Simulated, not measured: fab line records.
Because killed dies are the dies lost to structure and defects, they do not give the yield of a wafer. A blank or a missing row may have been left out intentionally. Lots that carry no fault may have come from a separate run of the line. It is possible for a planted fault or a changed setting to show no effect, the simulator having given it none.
fab line records	flow nand_harc
record: lots: 13	wafers: 39	last_day: 35
route steps=1302 shown P_M2@342 P_BONDPAD@352 END@1302
lots with no fault: from the same line, run without faults
start_h: hours from the record's opening day to when the first of the lot's shown wafers began	wait_h: hours since the lot's step before	" as in the row above	L1.1+2: a single row standing in for several wafers	- no value, or no start was given	* or withheld: withheld	< > ~ a bound
route shown NAME@n: a module of which the file shows steps, and the number in the route of the first	usual: mean and standard deviation over wafers with no fault	same: alike in all rows	chamber/n: place in a boat	sites: the reading at each site	_std_site: the values' standard deviation	_edge_site: inner sites' mean taken away from outer sites' mean	radius_mm: for every site, how far away it sits from the centre of the wafer	mask NAME#n: copy n	behind: the last tool/chamber to shape the wafer	hold: the reason the lot was held/the length of the hold in hours/how it ended	device: which transistor (n, p or np) failed to switch	end of line: tests of these same wafers at the route's end	where a step has no rows: the recipe by itself	killed: at the first sort, the dies lost to defects and structure; wafer yield is something else	map: per-die view of a wafer (x killed, . not killed, _ where there is no die)
set.NAME: setting as actually run; set.NAME@STEP: the setting as run at that earlier step	model.NAME: the simulator's own value behind a step, which no gauge read
one table for each step of the route and one row for each wafer, over a sample of lots
services: the hour from which a tool's chamber was out of use, counted from the record's first day as start_h (under 0 if before that day), plus the number of hours and why
== steps ==
step: NHARC_P_M2_ECD_22
recipe: target_thk_a: 4000	bath_temp_c: 25	material: Cu
lot.wafer	tool	chamber	start_h	wait_h
L941.2+6+5	ecd_cu-02	1,1,0	132.34	-
L943.2+4+5	ecd_cu-02	1,0,1	148.14	-
L944.2+1+3	ecd_cu-02	0,1,0	161.97	-
L946.2+4+5	ecd_cu-01	1,0,0	184.44	-
L947.1+2+5	ecd_cu-01	1,0,1	196.06	-
L948.1+4+5	ecd_cu-01	1,0,0	199.62	-
L949.1+2+6	ecd_cu-02	0,1,0	222.40	-
L953.2+3+5	ecd_cu-01	0,1,0	247.91	-
L954.2+3+5	ecd_cu-02	1,0,1	275.88	-
L955.2+1+4	ecd_cu-01	0,1,0	276.72	-
L962.3+5+6	ecd_cu-01	0,0,1	347.37	-
L963.2+3+5	ecd_cu-01	1,0,1	348.40	-
L964.2+4+3	ecd_cu-02	1,1,0	363.52	-
step: NHARC_P_M2_CMP_23
recipe: t_overpolish_s: 20	target_thk_nm: 144.3
usual: motor_current_A: 12.3/1.2	slurry_flow_ml_min: 150.0/0.47	time_to_endpoint_s: 28.8/2.1
lot.wafer	tool	chamber	start_h	wait_h	motor_current_A	slurry_flow_ml_min	time_to_endpoint_s
L941.2	cmp-04	1	133.12	-	14.5	149.5	31.8
L941.5	"	3	"	"	11.6	150.1	28.3
L941.6	"	0	"	"	13.1	150.1	26.6
L943.2	cmp-04	3	148.90	-	11.8	149.9	27.6
L943.4	"	1	"	"	13.8	149.8	29.3
L943.5	"	3	"	"	11.7	149.9	24.4
L944.2	cmp-04	1	162.71	-	14.5	150.5	28.2
L944.3	"	2	"	"	13.3	149.4	30.4
L944.1	"	3	"	"	12.8	149.8	25.9
L946.2	cmp-02	2	185.16	-	11.5	150.3	28.7
L946.4	"	1	"	"	11.0	149.8	28.3
L946.5	"	3	"	"	12.7	149.9	29.5
L947.2	cmp-03	3	196.84	-	12.4	150.1	28.3
L947.1	"	0	"	"	10.4	149.7	32.9
L947.5	"	1	"	"	10.5	150.0	29.9
L948.4	cmp-02	2	200.33	-	12.1	150.5	29.9
L948.1	"	0	"	"	13.9	149.5	30.9
L948.5	"	2	"	"	11.9	150.1	32.0
L949.1	cmp-04	2	223.28	-	12.9	150.7	28.3
L949.2	"	0	"	"	12.1	149.5	27.2
L949.6	"	1	"	"	13.8	149.6	30.0
L953.3	cmp-03	3	248.64	-	12.4	149.7	27.5
L953.2	"	0	"	"	10.1	150.0	30.4
L953.5	"	0	"	"	10.3	149.6	32.0
L954.3	cmp-02	0	276.61	-	12.6	149.9	27.7
L954.2	"	1	"	"	10.9	150.0	28.3
L954.5	"	3	"	"	13.1	150.5	30.1
L955.1	cmp-02	2	277.45	-	11.6	149.7	29.5
L955.2	"	0	"	"	13.5	150.1	27.9
L955.4	"	1	"	"	12.1	148.8	25.5
L962.3	cmp-04	1	348.05	-	14.1	150.1	13.1
L962.5	"	3	"	"	12.0	150.4	13.6
L962.6	"	0	"	"	12.3	150.2	28.9
L963.2	cmp-02	0	349.10	-	13.7	148.9	28.3
L963.3	"	1	"	"	12.1	150.3	7.7
L963.5	"	3	"	"	13.8	150.7	27.5
L964.2	cmp-04	2	364.27	-	14.0	150.8	27.1
L964.3	"	3	"	"	11.9	150.9	27.8
L964.4	"	1	"	"	13.3	149.9	30.5
step: NHARC_P_M2_THK_MEAS_24
recipe: thk_meas_gauge: xrf
usual: thk_nm: 144.4/1.4
lot.wafer	tool	chamber	start_h	wait_h	thk_nm
L941.2	film_metro-02	-	133.38	-	145.8
L941.5	"	-	"	"	143.9
L941.6	"	-	"	"	145.6
L943.2	film_metro-02	-	149.19	-	142.5
L943.4	"	-	"	"	144.2
L943.5	"	-	"	"	144.5
L944.1	film_metro-01	-	163.03	-	143.1
L944.2	"	-	"	"	143.6
L944.3	"	-	"	"	143.6
L946.2	film_metro-02	-	185.48	-	143.7
L946.4	"	-	"	"	142.1
L946.5	"	-	"	"	142.2
L947.1	film_metro-01	-	197.10	-	146.1
L947.2	"	-	"	"	144.3
L947.5	"	-	"	"	145.3
L948.1	film_metro-02	-	200.62	-	144.8
L948.4	"	-	"	"	144.9
L948.5	"	-	"	"	146.1
L949.1	film_metro-01	-	223.57	-	145.8
L949.2	"	-	"	"	143.0
L949.6	"	-	"	"	144.4
L953.2	film_metro-02	-	248.96	-	145.4
L953.3	"	-	"	"	146.1
L953.5	"	-	"	"	144.7
L954.2	film_metro-01	-	276.90	-	144.5
L954.3	"	-	"	"	143.1
L954.5	"	-	"	"	141.4
L955.1	film_metro-01	-	277.76	-	145.1
L955.2	"	-	"	"	142.4
L955.4	"	-	"	"	141.7
L962.3	film_metro-02	-	348.31	-	145.9
L962.5	"	-	"	"	142.5
L962.6	"	-	"	"	145.6
L963.2	film_metro-01	-	349.39	-	143.9
L963.3	"	-	"	"	144.3
L963.5	"	-	"	"	145.3
L964.2	film_metro-02	-	364.59	-	144.1
L964.3	"	-	"	"	142.9
L964.4	"	-	"	"	143.0
step: NHARC_P_M2_DEP_33
recipe: target_thk_a: 300	temp_c: 370	target_thk_nm: 30	pressure_torr: 3	flow_sccm: 200	rf_w: 450	material: SiCN
usual: heater_power_w: 633/71	rf_fwd_power_W: 448.8/1.5	showerhead_vpp_V: 1311/48
lot.wafer	tool	chamber	start_h	wait_h	heater_power_w	rf_fwd_power_W	showerhead_vpp_V
L941.2	pecvd-04	2	133.69	0.1	674	448.1	1297
L941.6	"	2	"	"	696	450.7	1311
L941.5	"	0	"	"	676	446.4	1400
L943.2	pecvd-04	2	149.54	0.1	712	449.0	1286
L943.5	"	1	"	"	645	448.8	1301
L943.4	"	2	"	"	700	448.9	1310
L944.3	pecvd-04	0	163.34	0.1	628	449.8	1411
L944.1	"	1	"	"	607	448.6	1283
L944.2	"	2	"	"	693	447.7	1278
L946.2	pecvd-02	1	185.82	0.1	577	451.4	1372
L946.4	"	1	"	"	581	450.5	1355
L946.5	"	1	"	"	577	452.6	1350
L947.2	pecvd-04	1	197.43	0.1	660	449.6	1283
L947.1	"	0	"	"	656	448.3	1407
L947.5	"	2	"	"	624	447.5	1302
L948.1	pecvd-01	0	200.96	0.1	611	450.0	1228
L948.4	"	2	"	"	562	450.2	1335
L948.5	"	1	"	"	501	450.7	1321
L949.1	pecvd-02	1	223.91	0.1	501	448.2	1357
L949.2	"	2	"	"	650	449.1	1232
L949.6	"	0	"	"	736	450.6	1340
L953.3	pecvd-01	1	249.30	0.1	541	448.2	1322
L953.2	"	2	"	"	652	446.4	1331
L953.5	"	0	"	"	667	448.5	1213
L954.2	pecvd-01	2	277.25	0.1	606	447.4	1348
L954.3	"	0	"	"	676	447.1	1244
L954.5	"	2	"	"	600	447.1	1313
L955.1	pecvd-02	2	278.75	0.1	686	450.1	1235
L955.2	"	1	"	"	553	448.6	1354
L955.4	"	2	"	"	709	451.5	1233
L962.3	pecvd-04	2	348.61	0.1	703	452.2	1303
L962.6	"	2	"	"	729	450.2	1312
L962.5	"	1	"	"	667	447.9	1297
L963.3	pecvd-02	0	349.73	0.1	704	450.7	1335
L963.2	"	1	"	"	570	449.1	1348
L963.5	"	1	"	"	563	446.6	1337
L964.3	pecvd-04	0	364.89	0.1	629	449.0	1382
L964.2	"	1	"	"	629	448.6	1302
L964.4	"	1	"	"	613	447.2	1282
step: NHARC_P_BONDPAD_CMP_32
recipe: target_thk_nm: 200	material: SiCN
usual: motor_current_A: 12.1/1.2	slurry_flow_ml_min: 150.0/0.46
lot.wafer	tool	chamber	start_h	wait_h	motor_current_A	slurry_flow_ml_min
L941.2	cmp-01	3	134.54	-	13.2	150.1
L941.6	"	2	"	"	13.2	148.9
L941.5	"	3	"	"	12.6	150.7
L943.4	cmp-02	2	150.34	-	11.8	150.2
L943.2	"	0	"	"	13.4	150.0
L943.5	"	2	"	"	11.8	150.5
L944.2	cmp-01	0	164.16	-	12.5	150.2
L944.1	"	1	"	"	12.7	150.9
L944.3	"	2	"	"	13.6	150.1
L946.2	cmp-02	1	186.84	-	11.8	150.2
L946.4	"	2	"	"	11.4	149.6
L946.5	"	0	"	"	13.7	149.7
L947.1	cmp-01	1	198.29	-	12.7	150.3
L947.2	"	2	"	"	14.2	149.7
L947.5	"	3	"	"	13.7	150.1
L948.4	cmp-02	0	201.88	0.3	12.6	150.7
L948.1	"	1	"	"	10.9	150.1
L948.5	"	1	"	"	11.6	150.7
L949.2	cmp-02	1	224.83	0.4	12.1	149.7
L949.1	"	3	"	"	13.1	149.3
L949.6	"	1	"	"	11.2	149.9
L953.2	cmp-01	1	250.12	-	12.9	149.6
L953.3	"	3	"	"	13.3	150.5
L953.5	"	1	"	"	12.7	150.7
L954.3	cmp-03	0	278.41	-	10.4	150.2
L954.2	"	1	"	"	10.5	149.0
L954.5	"	2	"	"	9.8	150.0
L955.1	cmp-03	3	279.58	-	12.6	149.6
L955.2	"	0	"	"	10.6	150.2
L955.4	"	1	"	"	10.8	150.1
L962.3	cmp-01	3	349.50	-	12.5	150.4
L962.5	"	0	"	"	12.6	149.7
L962.6	"	1	"	"	12.6	149.9
L963.3	cmp-03	3	350.53	-	12.4	150.2
L963.2	"	0	"	"	10.7	150.7
L963.5	"	2	"	"	10.0	150.3
L964.2	cmp-02	2	365.71	-	11.5	149.7
L964.4	"	3	"	"	13.8	149.7
L964.3	"	0	"	"	13.4	150.3
step: NHARC_END_SORT_01
recipe: temp_c: 25
usual: defect_limited_yield: 90/3.4	killed_at_array: 62/22	killed_at_other: 1.0/1.4	killed_at_periphery: 4.2/2.8	killed_dies: 67/23	killed_open: 3.1/1.7	killed_short: 2.1/1.5
same: gross_dies: 677
lot.wafer	tool	chamber	start_h	wait_h	defect_limited_yield[%]	killed_at_array	killed_at_other	killed_at_periphery	killed_dies	killed_open	killed_short
L941.2	prober-02	0	580.89	2.8	92	47	0	8	55	3	2
L941.5	prober-02	0	583.27	3.7	93	45	0	5	50	3	2
L941.6	prober-02	0	584.06	4.0	91	56	1	2	59	5	1
L943.2	prober-01	0	588.71	2.8	89	72	0	2	74	0	1
L943.4	prober-01	0	590.29	3.4	90	64	0	6	70	2	1
L943.5	prober-01	0	591.08	3.7	87	76	0	10	86	4	1
L948.1	prober-02	0	620.66	2.5	85	94	2	7	103	2	6
L948.4	prober-02	0	623.07	3.4	85	95	0	8	103	3	4
L948.5	prober-02	0	623.87	3.7	87	84	0	4	88	5	1
L947.1	prober-02	0	628.51	2.5	87	80	4	5	89	7	1
L947.2	prober-02	0	629.31	2.8	88	71	3	6	80	4	0
L947.5	prober-02	0	631.74	3.7	86	94	1	2	97	2	2
L946.2	prober-01	0	630.54	2.8	84	106	0	3	109	3	1
L946.4	prober-01	0	632.14	3.4	85	97	0	7	104	4	1
L946.5	prober-01	0	632.94	3.7	87	83	1	2	86	3	1
L949.1	prober-02	0	653.89	2.5	88	80	0	4	84	6	5
L949.2	prober-02	0	654.69	2.8	88	80	0	2	82	1	3
L949.6	prober-02	0	657.88	4.0	87	81	3	2	86	3	1
L953.2	prober-02	0	676.06	2.8	94	38	0	0	38	0	2
L953.3	prober-02	0	676.87	3.1	94	36	1	1	38	4	3
L953.5	prober-02	0	678.48	3.7	94	42	0	2	44	3	2
L954.2	prober-02	0	707.24	2.8	88	77	0	5	82	4	1
L954.3	prober-02	0	708.04	3.1	90	65	0	4	69	1	0
L954.5	prober-02	0	709.65	3.7	89	65	0	8	73	2	7
L963.2	prober-01	0	787.66	2.8	96	24	0	2	26	2	1
L963.3	prober-01	0	788.45	3.1	96	27	1	1	29	3	3
L963.5	prober-01	0	790.04	3.7	95	32	1	4	37	2	6
killed by level:class
L941.2 A_CHANNEL_HOLE_D2:chamber_film_flake=31 A_CONTACT:chamber_film_flake=6 P_M1:chamber_film_flake=4 P_ZERO_WELL:chamber_film_flake=3 A_STAIRCASE:chamber_film_flake=2 A_SOURCE_PLATE:geometric_particle:short=1 A_BLC:geometric_particle:short=1 A_ONON_D1:geometric_particle:open=1
L941.5 A_CHANNEL_HOLE_D2:chamber_film_flake=24 A_CONTACT:chamber_film_flake=10 P_GATE:chamber_film_flake=3 A_WL_FILL:geometric_particle:open=2 P_M1:chamber_film_flake=2 A_CHANNEL_HOLE_D1:chamber_film_flake=2 A_STAIRCASE:chamber_film_flake=2 A_SGD_CUT:geometric_particle:short=1
L941.6 A_CHANNEL_HOLE_D2:chamber_film_flake=24 A_CONTACT:chamber_film_flake=9 A_STAIRCASE:chamber_film_flake=8 A_DECK1_JOINT:chamber_film_flake=3 A_WL_FILL:chamber_film_flake=3 P_GATE:chamber_film_flake=2 A_CHANNEL_HOLE_D1:chamber_film_flake=2 A_ONON_D1:geometric_particle:open=1
L943.2 A_CHANNEL_HOLE_D1:chamber_film_flake=34 A_CHANNEL_HOLE_D2:chamber_film_flake=32 A_STAIRCASE:chamber_film_flake=3 P_GATE:chamber_film_flake=2 A_CONTACT:chamber_film_flake=2 A_CHANNEL_FILL_D2:geometric_particle:short=1
L943.4 A_CHANNEL_HOLE_D1:chamber_film_flake=28 A_CHANNEL_HOLE_D2:chamber_film_flake=25 P_GATE:chamber_film_flake=5 A_CONTACT:chamber_film_flake=4 A_STAIRCASE:chamber_film_flake=2 P_M2:geometric_particle:open=1 A_SOURCE_PLATE:geometric_particle:open=1 A_WL_FILL:geometric_particle:short=1
L943.5 A_CHANNEL_HOLE_D2:chamber_film_flake=34 A_CHANNEL_HOLE_D1:chamber_film_flake=29 P_GATE:chamber_film_flake=8 A_CONTACT:chamber_film_flake=5 A_ZERO_WELL:chamber_film_flake=2 P_GATE:geometric_particle:open=1 P_M0:geometric_particle:open=1 A_ONON_D1:geometric_particle:open=1
L948.1 A_CHANNEL_HOLE_D1:chamber_film_flake=30 A_CHANNEL_HOLE_D2:chamber_film_flake=30 A_SLIT:chamber_film_flake=24 A_CONTACT:chamber_film_flake=3 P_GATE:chamber_film_flake=2 P_M0:chamber_film_flake=2 P_CONTACT:geometric_particle:open=1 P_M0:geometric_particle:short=1
L948.4 A_CHANNEL_HOLE_D1:chamber_film_flake=31 A_SLIT:chamber_film_flake=27 A_CHANNEL_HOLE_D2:chamber_film_flake=26 P_M0:chamber_film_flake=4 A_CONTACT:chamber_film_flake=3 A_CHANNEL_FILL_D2:geometric_particle:short=2 P_ZERO_WELL:chamber_film_flake=2 A_STAIRCASE:chamber_film_flake=2
L948.5 A_SLIT:chamber_film_flake=31 A_CHANNEL_HOLE_D1:chamber_film_flake=22 A_CHANNEL_HOLE_D2:chamber_film_flake=21 P_M0:chamber_film_flake=3 A_CONTACT:chamber_film_flake=3 A_CHANNEL_HOLE_D1:geometric_particle:open=1 A_DECK1_JOINT:geometric_particle:open=1 A_CHANNEL_FILL_D2:geometric_particle:open=1
L947.1 A_SLIT:chamber_film_flake=24 A_CHANNEL_HOLE_D1:chamber_film_flake=22 A_STAIRCASE:chamber_film_flake=9 A_CHANNEL_HOLE_D2:chamber_film_flake=8 A_WL_FILL:chamber_film_flake=5 THIN_TSV:chamber_film_flake=4 A_SOURCE_PLATE:geometric_particle:open=2 P_ZERO_WELL:chamber_film_flake=2
L947.2 A_CHANNEL_HOLE_D1:chamber_film_flake=28 A_SLIT:chamber_film_flake=26 A_CHANNEL_HOLE_D2:chamber_film_flake=5 A_STAIRCASE:chamber_film_flake=3 A_WL_FILL:chamber_film_flake=2 A_DECK1_JOINT:chamber_film_flake=2 THIN_TSV:chamber_film_flake=2 P_CONTACT:geometric_particle:open=1
L946.2 A_CHANNEL_HOLE_D2:chamber_film_flake=32 A_SLIT:chamber_film_flake=32 A_CHANNEL_HOLE_D1:chamber_film_flake=30 A_CONTACT:chamber_film_flake=7 P_M1:chamber_film_flake=2 A_CHANNEL_HOLE_D1:geometric_particle:open=1 A_ONON_D2:geometric_particle:short=1 A_SGD_CUT:geometric_particle:open=1
L947.5 A_SLIT:chamber_film_flake=34 A_CHANNEL_HOLE_D1:chamber_film_flake=30 A_CHANNEL_HOLE_D2:chamber_film_flake=12 A_STAIRCASE:chamber_film_flake=5 A_WL_FILL:chamber_film_flake=5 A_CHANNEL_FILL_D1:chamber_film_flake=2 A_CHANNEL_FILL_D2:chamber_film_flake=2 P_CONTACT:geometric_particle:short=1
L946.4 A_CHANNEL_HOLE_D1:chamber_film_flake=31 A_SLIT:chamber_film_flake=30 A_CHANNEL_HOLE_D2:chamber_film_flake=26 A_CONTACT:chamber_film_flake=5 P_GATE:chamber_film_flake=3 P_STI:geometric_particle:short=1 P_M0:geometric_particle:open=1 A_CHANNEL_FILL_D1:geometric_particle:open=1
L946.5 A_SLIT:chamber_film_flake=27 A_CHANNEL_HOLE_D2:chamber_film_flake=26 A_CHANNEL_HOLE_D1:chamber_film_flake=18 A_CONTACT:chamber_film_flake=6 A_DECK1_JOINT:chamber_film_flake=2 P_CONTACT:geometric_particle:open=1 A_DECK1_JOINT:geometric_particle:open=1 A_M0:geometric_particle:open=1
L949.1 A_CHANNEL_HOLE_D1:chamber_film_flake=32 A_SLIT:chamber_film_flake=28 A_CHANNEL_HOLE_D2:chamber_film_flake=6 A_CONTACT:chamber_film_flake=3 A_WL_FILL:geometric_particle:open=2 P_GATE:geometric_particle:open=1 P_CONTACT:geometric_particle:open=1 P_M0:geometric_particle:short=1
L949.2 A_CHANNEL_HOLE_D1:chamber_film_flake=33 A_SLIT:chamber_film_flake=23 A_CHANNEL_HOLE_D2:chamber_film_flake=12 A_CONTACT:chamber_film_flake=3 P_ZERO_WELL:chamber_film_flake=2 A_WL_FILL:chamber_film_flake=2 A_CHANNEL_FILL_D1:geometric_particle:short=1 A_DECK1_JOINT:geometric_particle:short=1
L949.6 A_SLIT:chamber_film_flake=32 A_CHANNEL_HOLE_D1:chamber_film_flake=31 A_CHANNEL_HOLE_D2:chamber_film_flake=12 A_CONTACT:chamber_film_flake=3 THIN_TSV:chamber_film_flake=2 P_CONTACT:geometric_particle:open=1 A_DECK1_JOINT:geometric_particle:open=1 A_CHANNEL_HOLE_D2:geometric_particle:short=1
L953.2 A_CHANNEL_HOLE_D2:chamber_film_flake=16 A_CHANNEL_HOLE_D1:chamber_film_flake=8 A_CONTACT:chamber_film_flake=4 A_SLIT:chamber_film_flake=3 A_DECK1_JOINT:chamber_film_flake=2 A_STAIRCASE:chamber_film_flake=2 A_SOURCE_PLATE:geometric_particle:short=1 A_SGD_CUT:geometric_particle:short=1
L953.3 A_CHANNEL_HOLE_D2:chamber_film_flake=19 A_CHANNEL_HOLE_D1:chamber_film_flake=7 P_M0:geometric_particle:open=1 A_ONON_D1:geometric_particle:short=1 A_ONON_D1:geometric_particle:open=1 A_CHANNEL_FILL_D1:geometric_particle:short=1 A_CHANNEL_FILL_D1:geometric_particle:open=1 A_DECK1_JOINT:geometric_particle:short=1
L953.5 A_CHANNEL_HOLE_D2:chamber_film_flake=20 A_CHANNEL_HOLE_D1:chamber_film_flake=10 A_DECK1_JOINT:chamber_film_flake=2 A_SLIT:chamber_film_flake=2 A_CONTACT:chamber_film_flake=2 A_M1:chamber_film_flake=2 P_CONTACT:geometric_particle:open=1 P_M0:geometric_particle:open=1
L954.2 A_CHANNEL_HOLE_D1:chamber_film_flake=31 A_CHANNEL_HOLE_D2:chamber_film_flake=30 A_CHANNEL_FILL_D1:chamber_film_flake=3 A_SGD_CUT:chamber_film_flake=3 A_SLIT:chamber_film_flake=3 P_GATE:chamber_film_flake=2 A_CONTACT:chamber_film_flake=2 P_CONTACT:geometric_particle:open=1
L954.3 A_CHANNEL_HOLE_D2:chamber_film_flake=26 A_CHANNEL_HOLE_D1:chamber_film_flake=24 A_SLIT:chamber_film_flake=5 A_SGD_CUT:chamber_film_flake=3 P_STI:chamber_film_flake=2 A_STAIRCASE:chamber_film_flake=2 A_WL_FILL:chamber_film_flake=2 A_CHANNEL_HOLE_D2:geometric_particle:open=1
L954.5 A_CHANNEL_HOLE_D1:chamber_film_flake=27 A_CHANNEL_HOLE_D2:chamber_film_flake=22 A_SGD_CUT:chamber_film_flake=4 P_GATE:chamber_film_flake=3 A_CHANNEL_FILL_D1:geometric_particle:short=2 A_WL_FILL:geometric_particle:short=2 P_STI:chamber_film_flake=2 A_SLIT:chamber_film_flake=2
L963.2 A_SLIT:chamber_film_flake=7 A_CONTACT:chamber_film_flake=7 A_SGD_CUT:chamber_film_flake=4 A_STAIRCASE:chamber_film_flake=2 P_STI:geometric_particle:open=1 A_CHANNEL_FILL_D2:geometric_particle:open=1 A_WL_FILL:geometric_particle:short=1 P_ZERO_WELL:chamber_film_flake=1
L963.3 A_CONTACT:chamber_film_flake=7 A_SLIT:chamber_film_flake=6 A_SGD_CUT:chamber_film_flake=5 A_CHANNEL_HOLE_D1:chamber_film_flake=2 P_M1:geometric_particle:open=1 A_CHANNEL_FILL_D1:geometric_particle:short=1 A_DECK1_JOINT:geometric_particle:short=1 A_CHANNEL_HOLE_D2:geometric_particle:short=1
L963.5 A_CONTACT:chamber_film_flake=9 A_SLIT:chamber_film_flake=8 A_SGD_CUT:chamber_film_flake=6 A_ONON_D2:geometric_particle:short=3 A_WL_FILL:geometric_particle:short=3 P_STI:chamber_film_flake=2 A_CHANNEL_FILL_D2:chamber_film_flake=2 P_M0:geometric_particle:open=1
== services ==
tool	chamber	start_h	hours	kind
cmp-04	-	113.07	4.0	pm
ecd_cu-02	-	113.34	1.6	repair
cmp-04	-	128.31	1.7	repair
cmp-02	-	128.37	0.8	repair
cmp-02	-	134.65	4.0	pm
cmp-01	-	142.11	13.7	repair
cmp-03	-	157.36	1.6	repair
ecd_cu-01	-	160.10	8.0	pm
cmp-02	-	174.44	1.0	repair
cmp-04	-	179.10	1.0	repair
ecd_cu-02	-	192.84	16.0	repair
cmp-04	-	202.38	1.3	repair
cmp-04	-	211.07	4.0	pm
cmp-02	-	220.00	3.3	repair
cmp-02	-	232.65	4.0	pm
ecd_cu-02	-	244.58	8.0	pm
cmp-04	-	261.28	6.0	repair
pecvd-04	-	269.13	13.0	pm
cmp-04	-	281.70	16.8	repair
cmp-04	-	306.77	1.4	repair
cmp-04	-	309.07	4.0	pm
cmp-02	-	330.65	4.0	pm
ecd_cu-01	-	336.10	8.0	pm
ecd_cu-02	-	352.40	2.1	repair
== key ==
first_sign: step: NHARC_P_M2_CMP_23	reading: time_to_endpoint_s	direction: down	sigmas: 8.1	usual: *	struck: *
effect none on later readings
met_at NHARC_P_M2_ECD_22
struck_lots L962,L963
struck_wafers L962.3,L962.5,L963.3
not_acting_at NHARC_P_M2_THK_MEAS_24,NHARC_P_M2_DEP_33,NHARC_P_BONDPAD_CMP_32
onset_between 276.72 347.37
fault: kind: process_parameter_drift	tool: ecd_cu-01	chamber: 0	onset_h: 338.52	steps: NHARC_P_M2_ECD_22	channel: target_thk_a	offset: *	shape: step	end_h: 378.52	acts_in: *	stated: *
